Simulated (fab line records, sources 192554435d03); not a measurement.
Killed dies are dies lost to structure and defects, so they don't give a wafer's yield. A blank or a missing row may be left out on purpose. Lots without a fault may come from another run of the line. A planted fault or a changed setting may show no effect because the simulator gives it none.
fab line records | flow n5_finfet
record lots=5 wafers=12 last_day=18
route steps=1938 shown BEOL_M9@1458 BEOL_M10@1470
lots that met no fault: from a run of the same line without faults
start_h: hours from the record's first day to the start of the lot's first wafer shown | wait_h: hours since the lot's step before | " the same as in the row above | L1.1+2: a row that stands for several wafers | - no value, or no start given | * or withheld: withheld | < > ~ a bound
route shown NAME@n: a module of which the file shows steps, and the number in the route of the first | usual: mean/standard deviation of fault-free wafers | same: alike in all rows | chamber/n: place in a boat | sites: the reading at each site | _std_site: their standard deviation | _edge_site: outer sites' mean less inner sites' | radius_mm: how far each site lies from the wafer's centre | mask NAME#n: copy n | behind: the tool/chamber that last shaped the wafer | hold: why the lot was held/for how many hours/how that ended | device: the transistor (n, p or np) that didn't switch | end of line: the same wafers' tests at the end of the route | a step without rows: its recipe alone | killed: dies lost to structure and defects at the first sort, not the wafer's yield | map: a wafer's dies, x killed, . not, _ none there
set.NAME: the setting as run; set.NAME@STEP: as run at that earlier step | model.NAME: the simulator's own value behind a step, which no gauge read
lots at some steps of the route; a table a step, a row a wafer
services: from which hour (start_h, from the record's first day; less than 0 if before it) a tool's chamber was out of use, for how many hours, and why
## steps
# step N5_BEOL_M9_ALD_74
# recipe material=TaN target_thk_a=20 temp_c=275 ald_precursor_family=PDMAT ald_co_reactant=NH3 pressure_torr=3 carrier_flow_sccm=1500 pulse_time_s=2 purge_time_s=3 co_reactant_purge_time_s=2 co_reactant_pulse_time_s=3 ald_cycles=40 precursor_vessel_temp_c=75 precursor_vessel_pressure_torr=26.25 precursor_vessel_carrier_sccm=1000
# step N5_BEOL_M9_SURFACE_TREAT_79
# recipe gas=Ar time_s=* ion_energy_ev=* ion_current_ma_cm2=0.5 pressure_mtorr=* ar_flow_sccm=30
# step N5_BEOL_M9_CVD_78
# recipe material=Co target_thk_a=20 temp_c=withheld precursor=CCTBA/H2 pressure_torr=30 time_s=138.9
# step N5_BEOL_M9_SPUTTER_48
# recipe material=Cu target_thk_a=120 temp_c=-20 bias_v=60 power_w=26000 chamber_pressure_pa=0.13 time_s=2
# step N5_BEOL_M9_ECD_50
# recipe material=Cu target_thk_a=3180
# step N5_BEOL_M9_ANNEAL_51
# recipe temp_c=225 time_s=90 ambient=N2
# step N5_BEOL_M9_CMP_52
# recipe stop_on=SiCOH_lowk t_overpolish_s=7 down_force_psi=1 platen_rpm=50 clearing_platen_down_force_psi=1.5 clearing_platen_rpm=50 post_cmp_clean=cu_alkaline target_thk_nm=140 clearing_platen_pad_velocity_m_s=0.99484 pad_velocity_m_s=0.99484
# step N5_BEOL_M9_PRE_CLEAN_55
# recipe gas=NH3 time_s=15 temp_c=withheld rf_power_w=300
# step N5_BEOL_M9_DEP_56
# recipe material=SiCN target_thk_a=150 temp_c=withheld precursor=3MS/NH3 pressure_torr=3 rf_w=202 time_s=26.5
# step N5_BEOL_M10_ILD_DEP_00
# recipe material=SiCOH_lowk target_thk_a=3085.1 temp_c=300 precursor=DEMS/porogen pressure_torr=5 rf_w=500 time_s=58
# usual heater_power_w=304/40 run_length_s=101.1/0.56 showerhead_plenum_p_Torr=5.733/0.014 throttle_valve_pct=13.7/0.56
# columns lot.wafer tool chamber start_h wait_h heater_power_w run_length_s showerhead_plenum_p_Torr since_wet_clean_h throttle_valve_pct model.SiCOH_lowk_of_BEOL_M10_ILD_DEP_00.thk_nm
L770.2 pecvd-01 1 213.72 0.0 290 101.5 5.755 2005 13.3 301.8
L770.4 " 1 " " 295 101.6 5.749 - 13.2 306.4
L770.6 " 0 " " 283 100.7 5.748 - 14.0 306.4
L784.1 pecvd-01 1 320.30 0.0 275 84.6 5.733 2112 13.2 216.4
L784.3 " 2 " " 298 102.5 5.736 633 14.1 302.8
L788.1 pecvd-01 0 326.59 0.0 272 84.4 5.735 1393 13.9 218
L788.3 " 1 " " 282 101.6 5.753 2118 13.2 304.8
L789.2 pecvd-01 0 358.54 0.0 321 84.2 5.752 1425 14.4 215.2
L789.4 " 1 " " 295 101.4 5.749 - 13.3 310.2
L792.2 pecvd-03 1 364.40 0.0 342 101.2 5.718 1975 14.3 299
L792.4 " 1 " " 344 101.6 5.723 - 13.8 306.6
L792.5 " 2 " " 300 100.8 5.731 - 13.1 315
# step N5_BEOL_M10_CURE_71
# recipe temp_c=385 time_s=240 ambient=He/Ar material=SiCOH_lowk
# step N5_BEOL_M10_THK_MEAS_01
# recipe reads=SiCOH_lowk_of_BEOL_M10_ILD_DEP_00
# usual M10_ILD_THK=268/3.5
# columns lot.wafer tool chamber start_h wait_h M10_ILD_THK[nm]
L770.2 film_metro-02 - 214.31 0.4 262
L770.4 " - " " 266
L770.6 " - " " 266
L784.1 film_metro-02 - 321.37 0.8 187
L784.3 " - " " 263
L788.1 film_metro-02 - 327.18 0.4 188
L788.3 " - " " 265
L789.2 film_metro-01 - 359.13 0.4 186
L789.4 " - " " 270
L792.2 film_metro-02 - 364.99 0.4 260
L792.4 " - " " 266
L792.5 " - " " 274
# step N5_BEOL_M10_PECVD_70
# recipe material=SiO2 target_thk_a=200 temp_c=400 precursor=TEOS/O2 pressure_torr=5.5 rf_w=450 teos_flow_sccm=53.8 gas=O2 flow_sccm=3000 time_s=22.7
# step N5_BEOL_M10_HM_DEP_02
# recipe material=TiN target_thk_a=200 temp_c=25 chamber_pressure_pa=0.49996
# step N5_BEOL_M10_COAT_59
# recipe resist=SOC temp_c=250 time_s=60 spin_rpm=1500 resist_thk_nm=100
# step N5_BEOL_M10_COAT_60
# recipe resist=SiARC temp_c=220 time_s=60 spin_rpm=1500 resist_thk_nm=30
# step N5_BEOL_M10_COAT_05
# recipe resist=CAR-ArF spin_rpm=1500 resist_thk_nm=90
# step N5_BEOL_M10_EBR_07
# recipe solvent=PGMEA ebr_width_mm=1.5
# step N5_BEOL_M10_SOFTBAKE_06
# recipe temp_c=110 time_s=60 resist=CAR-ArF
# step N5_BEOL_M10_EXPOSE_08
# recipe mask_id=M10 na=1.35 source_shape=dipole sigma_inner=0.411 sigma_outer=0.611 polarization=te dose_mj=53.75
# step N5_BEOL_M10_PEB_09
# recipe peb_temp_c=withheld peb_time_s=60 resist=CAR-ArF
# step N5_BEOL_M10_DEVELOP_10
# recipe develop_time_s=30 developer=TMAH resist=CAR-ArF rinse_liquid=diw dry=air_spin dev_temp_c=23
# step N5_BEOL_M10_DESCUM_16
# recipe chemistry=O2 time_s=7.9 source_power_w=50 bias_power_w=20 pressure_mtorr=20 rf_frequency_hz=2.712e+07 temp_c=40 resist=CAR-ArF o2_flow_sccm=225
# step N5_BEOL_M10_ETCH_61
# recipe chemistry=CF4 target=SiARC target_depth_a=390 mask_material=CAR-ArF time_s=65 ion_energy_ev=80 pressure_mtorr=40 source_w=545 bias_w=36 Ar_flow_sccm=100 cf4_flow_sccm=100 ends=cleared
# step N5_BEOL_M10_ETCH_62
# recipe chemistry=N2/H2 target=SOC target_depth_a=1100 overetch_a=220 mask_material=SiARC temp_c=40 time_s=165 ion_energy_ev=200 pressure_mtorr=30 source_w=840 bias_w=150 n2_flow_sccm=200 h2_flow_sccm=200
# step N5_BEOL_M10_STRIP_68
# recipe chemistry=N2/H2 temp_c=40 n2_flow_sccm=200 h2_flow_sccm=200 rf_frequency_hz=6e+07
# step N5_BEOL_M10_STRIP_67
# recipe chemistry=CF4 resist=SiARC power_w=300 bias_power_w=75 pressure_mtorr=50 cf4_flow_sccm=150 rf_frequency_hz=6e+07
# step N5_BEOL_M10_HM_OPEN_17
# recipe chemistry=Cl2/BCl3 target_depth_a=200 overetch_a=60 target=TiN mask_material=SOC ion_energy_ev=150 pressure_mtorr=10 icp_w=1000 bias_w=126 Cl2_flow_sccm=53.25 bcl3_flow_sccm=21.75 Ar_flow_sccm=25
# step N5_BEOL_M10_STRIP_19
# recipe chemistry=O2 power_w=400 temp_c=40 pressure_mtorr=30 rf_frequency_hz=6e+07 bias_power_w=0 overash_fraction=0.2 o2_flow_sccm=225
# step N5_BEOL_M10_COAT_63
# recipe resist=SOC temp_c=250 time_s=60 spin_rpm=1500 resist_thk_nm=100
# step N5_BEOL_M10_COAT_64
# recipe resist=SiARC temp_c=220 time_s=60 spin_rpm=1500 resist_thk_nm=30
# step N5_BEOL_M10_COAT_22
# recipe resist=CAR-ArF spin_rpm=1500 resist_thk_nm=90
# step N5_BEOL_M10_EBR_24
# recipe solvent=PGMEA ebr_width_mm=1.5
# step N5_BEOL_M10_SOFTBAKE_23
# recipe temp_c=110 time_s=60 resist=CAR-ArF
# step N5_BEOL_M10_EXPOSE_25
# recipe mask_id=V9 na=1.35 source_shape=annular sigma_inner=0.5 sigma_outer=0.8 polarization=unpolarized dose_mj=85.5
# step N5_BEOL_M10_CMP_52
# recipe stop_on=SiCOH_lowk t_overpolish_s=7 down_force_psi=1 platen_rpm=50 clearing_platen_down_force_psi=1.5 clearing_platen_rpm=50 post_cmp_clean=cu_alkaline target_thk_nm=140 clearing_platen_pad_velocity_m_s=0.99484 pad_velocity_m_s=0.99484
# usual motor_current_A=6.0/0.5
# columns lot.wafer tool chamber start_h wait_h motor_current_A model.SiCOH_lowk_of_BEOL_M10_ILD_DEP_00.thk_nm
L770.4 cmp-04 2 223.50 0.1 6.7 263.2
L770.2 " 3 " " 6.2 259.2
L770.6 " 2 " " 6.6 263.2
L784.3 cmp-02 3 330.17 0.2 6.2 260
L784.1 " 0 " " 6.2 184
L788.3 cmp-04 0 333.85 0.2 5.5 261.8
L788.1 " 1 " " 6.0 185.4
L789.2 cmp-02 1 368.97 0.3 5.1 183
L789.4 " 3 " " 5.9 266.6
L792.4 cmp-02 3 371.89 0.1 6.3 263.4
L792.2 " 0 " " 6.3 256.6
L792.5 " 3 " " 6.1 270.8
## services
# columns tool chamber start_h hours kind
cmp-02 - 231.85 0.3 repair
pecvd-01 1 243.29 17.6 repair
pecvd-01 - 245.94 0.7 repair
cmp-04 - 251.10 1.2 repair
cmp-04 - 254.99 2.5 repair
cmp-02 - 265.59 3.7 pm
pecvd-01 - 268.67 0.6 repair
pecvd-03 0 296.46 5.5 scheduled_down
pecvd-01 1 312.13 - calibration
cmp-04 - 317.84 4.0 pm
cmp-04 - 321.84 - consumable_replace:conditioner
cmp-04 - 321.84 - consumable_replace:pad
pecvd-03 1 339.16 4.0 repair
cmp-02 - 342.95 1.5 repair
## key
first_sign step=N5_BEOL_M10_ILD_DEP_00 reading=run_length_s direction=down sigmas=30 usual=* struck=*
effect step=N5_BEOL_M10_THK_MEAS_01 reading=M10_ILD_THK direction=down sigmas=23 usual=268 struck=187
model_effect step=N5_BEOL_M10_ILD_DEP_00 value=SiCOH_lowk_of_BEOL_M10_ILD_DEP_00.thk_nm without=303.9 struck=216.5
model_effect step=N5_BEOL_M10_CMP_52 value=SiCOH_lowk_of_BEOL_M10_ILD_DEP_00.thk_nm without=260.9 struck=184.1
met_at N5_BEOL_M10_ILD_DEP_00
struck_wafers L784.1,L788.1,L789.2
onset_between 213.72 320.30
fault kind=process_parameter_drift tool=pecvd-01 chamber=- onset_h=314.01 steps=N5_BEOL_M10_ILD_DEP_00 channel=time_s offset=* shape=step end_h=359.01 scope=struck_wafers_only acts_in=* stated=*
